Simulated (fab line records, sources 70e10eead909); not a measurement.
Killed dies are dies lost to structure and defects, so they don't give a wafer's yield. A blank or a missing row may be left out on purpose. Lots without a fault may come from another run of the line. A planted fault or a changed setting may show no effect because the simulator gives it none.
A struck lot beside a sound one | flow nand_harc | 14 steps out of a route of 1159
Sound: wafers L685.1, L685.2, L685.3. Struck: wafers L674.2, L674.5, L674.6. The cause comes at the end.
At each step with rows: each side's tool, then ch and its chambers, then its first start. Under that, the readings that differ: sound wafers | struck wafers | difference of the means | sigmas: that difference in standard deviations of wafers without a fault.
alike: readings whose means differ by less than 2 such deviations, and words and numbers that are the same on both sides. not compared: withheld readings, readings that some wafer has no value for, bounds like >300 that may hide the same value, and numbers for which the record gives no deviation and whose values overlap.
The two part at a step that has a row with sigmas, a row that says differs or no value, or rows on one side only. Numbers that don't overlap but have no deviation are shown without sigmas and don't part them. A reading that every wafer of one side lacks parts them only if that side has two wafers or more.

NHARC_P_M1_PRE_CLEAN_30: time 30 s.
  sound on pvd_sputter-01; struck on pvd_sputter-02
  alike: heater_power_w, susceptor_temp_C
NHARC_P_M1_PVD_20: deposits TaN, target thk 5 nm, time 8.06 s.
  sound on pvd_sputter-01; struck on pvd_sputter-02
  alike: throttle_valve_pct
then, 3 steps without rows for these wafers: NHARC_P_M1_PVD_21 (deposits Cu, target thk 30 nm, time 20.49 s); NHARC_P_M1_ECD_22 (material Cu, target thk 400 nm); NHARC_P_M1_ANNEAL_31 (time 90 s).
NHARC_P_M1_CMP_23: polishes, t overpolish 20 s, target thk 157.82 nm.
  sound on cmp-01 ch 1,2,3, day 10 10:31; struck on cmp-04 ch 0,3, day 7 18:13
  alike: motor_current_A, time_to_endpoint_s
NHARC_P_M1_THK_MEAS_24: measures by xrf.
  sound on film_metro-01, day 10 10:50; struck on film_metro-02, day 7 18:31
  alike: thk_nm
then, 1 step without rows for these wafers: NHARC_P_M1_SRD_25.
NHARC_P_M1_INSPECT_27:
  sound on defect_inspect-01, day 10 10:59; struck on defect_inspect-01, day 7 18:40
  alike: raw_defect_count
NHARC_P_M1_PRE_CLEAN_32: time 12 s.
  sound on pecvd-04 ch 0,1,2, day 10 11:03; struck on pecvd-03 ch 0,1, day 7 18:44
  alike: heater_power_w, rf_fwd_power_W, susceptor_temp_C
  not compared: since_wet_clean_h
NHARC_P_M1_DEP_33: deposits SiCN, target thk 30 nm.
  sound on pecvd-04 ch 0,1,2, day 10 11:08; struck on pecvd-03 ch 0,1, day 7 18:49
  alike: heater_power_w, rf_fwd_power_W, showerhead_vpp_V, susceptor_temp_C
  not compared: since_wet_clean_h
NHARC_P_M2_DEP_00: deposits SiOC, target thk 182.5 nm.
  sound on pecvd-02 ch 0,1,2, day 10 11:37; struck on pecvd-04 ch 0,1,2, day 7 19:49
  reading               | sound    | struck | difference                    | sigmas
  since_wet_clean_h (h) | 61 61 61 | - - -  | no value on the struck wafers |
  alike: rf_fwd_power_W, showerhead_vpp_V
then, 1 step without rows for these wafers: NHARC_P_M2_DEHYDRATE_01 (time 120 s).
-- the record jumps here: 13 days lie between the struck wafers' starts before and after (it left off in module P_M2 and takes up again in module END, whose first step shown is number 1159 of the route) --
NHARC_END_SORT_01:
  sound on prober-01 ch 0, day 24 09:01; struck on prober-02 ch 0, day 20 21:49
  reading                  | sound | struck         | difference | sigmas
  defect_limited_yield (%) | 96.8  | 0 0 0          | -97        | -57
  killed_at_periphery      | 1     | 638 643 647    | +642       | +99 or more
  killed_dies              | 22    | 677 677 677    | +655       | +60
  killed_open              | 0     | 3 2 7          | +4         | +2
  sort_bin_2_pct (%)       | 0.7   | 94.7 96.3 96.3 | +95.1      | +99 or more
  sort_n_pass              | 655   | 0 0 0          | -655       | -60
  sort_rim_yield_pct (%)   | 96.2  | 0 0 0          | -96        | -38
  sort_yield_pct (%)       | 96.8  | 0 0 0          | -97        | -57
  alike: killed_at_array, killed_at_other, killed_short, sort_bin_3_pct, sort_bin_4_pct

WHERE THEY PART
First at NHARC_P_M2_DEP_00; last, within this record, at NHARC_END_SORT_01.

WHY: what the simulator had put in
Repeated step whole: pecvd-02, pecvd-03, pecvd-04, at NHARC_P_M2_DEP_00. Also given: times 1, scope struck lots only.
